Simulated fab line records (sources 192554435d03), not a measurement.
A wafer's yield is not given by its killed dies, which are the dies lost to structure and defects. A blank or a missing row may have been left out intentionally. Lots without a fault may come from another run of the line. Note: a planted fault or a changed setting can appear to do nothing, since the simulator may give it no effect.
Chamber matching + flow n5_finfet + N5_FIN_SAQP_STRIP_77 on rie_diel-04 has 4 sister chambers
The step strips in N2/H2, time 90 s. 20 wafers are shown with their chamber, then 10 later ones without.

## WAFERS, EACH WITH ITS CHAMBER
| wafer  | chamber | showerhead_plenum_p_Torr (Torr) | drypump_motor_current_A (A) | throttle_valve_pct (%) |
|--------|---------|---------------------------------|-----------------------------|------------------------|
| L077.1 | 2       | 3.36                            | 5.9                         | 12.26                  |
| L077.5 | 1       | 3.51                            | 6.2                         | 12.45                  |
| L077.6 | 2       | 3.36                            | 5.9                         | 12.25                  |
| L078.1 | 2       | 3.36                            | 6.0                         | 12.25                  |
| L078.4 | 1       | 3.51                            | 6.3                         | 12.44                  |
| L078.5 | 1       | 3.51                            | 6.2                         | 12.44                  |
| L080.1 | 0       | 3.46                            | 6.1                         | 12.25                  |
| L080.2 | 1       | 3.51                            | 6.2                         | 12.44                  |
| L080.4 | 2       | 3.36                            | 5.9                         | 12.27                  |
| L086.2 | 1       | 3.50                            | 6.2                         | 12.47                  |
| L086.3 | 2       | 3.35                            | 5.9                         | 12.30                  |
| L086.5 | 3       | 3.44                            | 5.5                         | 12.20                  |
| L088.1 | 1       | 3.50                            | 6.2                         | 12.48                  |
| L088.3 | 2       | 3.35                            | 6.0                         | 12.32                  |
| L088.6 | 2       | 3.35                            | 5.9                         | 12.30                  |
| L090.4 | 2       | 3.34                            | 5.9                         | 12.32                  |
| L090.5 | 1       | 3.50                            | 6.3                         | 12.50                  |
| L090.6 | 0       | 3.45                            | 6.1                         | 11.67                  |
| L091.2 | 0       | 3.45                            | 6.1                         | 11.67                  |
| L091.4 | 1       | 3.50                            | 6.3                         | 12.51                  |

SIGNATURES (averages over the wafers above)
| reading                  | chamber 0 | chamber 1 | chamber 2 | chamber 3 | scatter within a chamber |
|--------------------------|-----------|-----------|-----------|-----------|--------------------------|
| showerhead_plenum_p_Torr | 3.4533    | 3.5050    | 3.3537    | 3.4400    | 0.00639                  |
| drypump_motor_current_A  | 6.100     | 6.237     | 5.925     | 5.500     | 0.0459                   |
| throttle_valve_pct       | 11.8633   | 12.4663   | 12.2837   | 12.2000   | 0.121                    |
Rule: for a wafer and a chamber, the distance is found by dividing, reading by reading, the gap between the wafer's reading and the chamber's mean by the reading's scatter, squaring, summing and taking the root. If the next closest chamber is less than 2 further off than the closest, the wafer can't be placed; otherwise it belongs to the closest. The scatter is the square root of a quotient: the sum, over the shown wafers, of each reading's squared deviation from its chamber's mean, divided by wafers minus chambers.

## WAFERS MISSING THEIR CHAMBER
| wafer  | showerhead_plenum_p_Torr (Torr) | drypump_motor_current_A (A) | throttle_valve_pct (%) |
|--------|---------------------------------|-----------------------------|------------------------|
| L091.6 | 3.45                            | 6.1                         | 11.67                  |
| L093.1 | 3.49                            | 6.3                         | 12.52                  |
| L093.2 | 3.34                            | 5.9                         | 12.34                  |
| L093.6 | 3.45                            | 6.1                         | 11.67                  |
| L094.1 | 3.45                            | 6.1                         | 11.68                  |
| L094.2 | 3.34                            | 6.0                         | 12.34                  |
| L094.6 | 3.34                            | 6.0                         | 12.35                  |
| L097.1 | 3.49                            | 6.2                         | 12.55                  |
| L097.2 | 3.33                            | 5.9                         | 12.36                  |
| L097.4 | 3.43                            | 5.5                         | 11.60                  |

## EACH ONE'S CHAMBER
| wafer  | from the rows above | in truth |
|--------|---------------------|----------|
| L091.6 | 0                   | 0        |
| L093.1 | 1                   | 1        |
| L093.2 | 2                   | 2        |
| L093.6 | 0                   | 0        |
| L094.1 | 0                   | 0        |
| L094.2 | 2                   | 2        |
| L094.6 | 2                   | 2        |
| L097.1 | 1                   | 1        |
| L097.2 | 2                   | 2        |
| L097.4 | 3                   | 3        |
Correct placement for 10 of the 10. Not placeable from these rows: 0. Placed wrongly: 0.
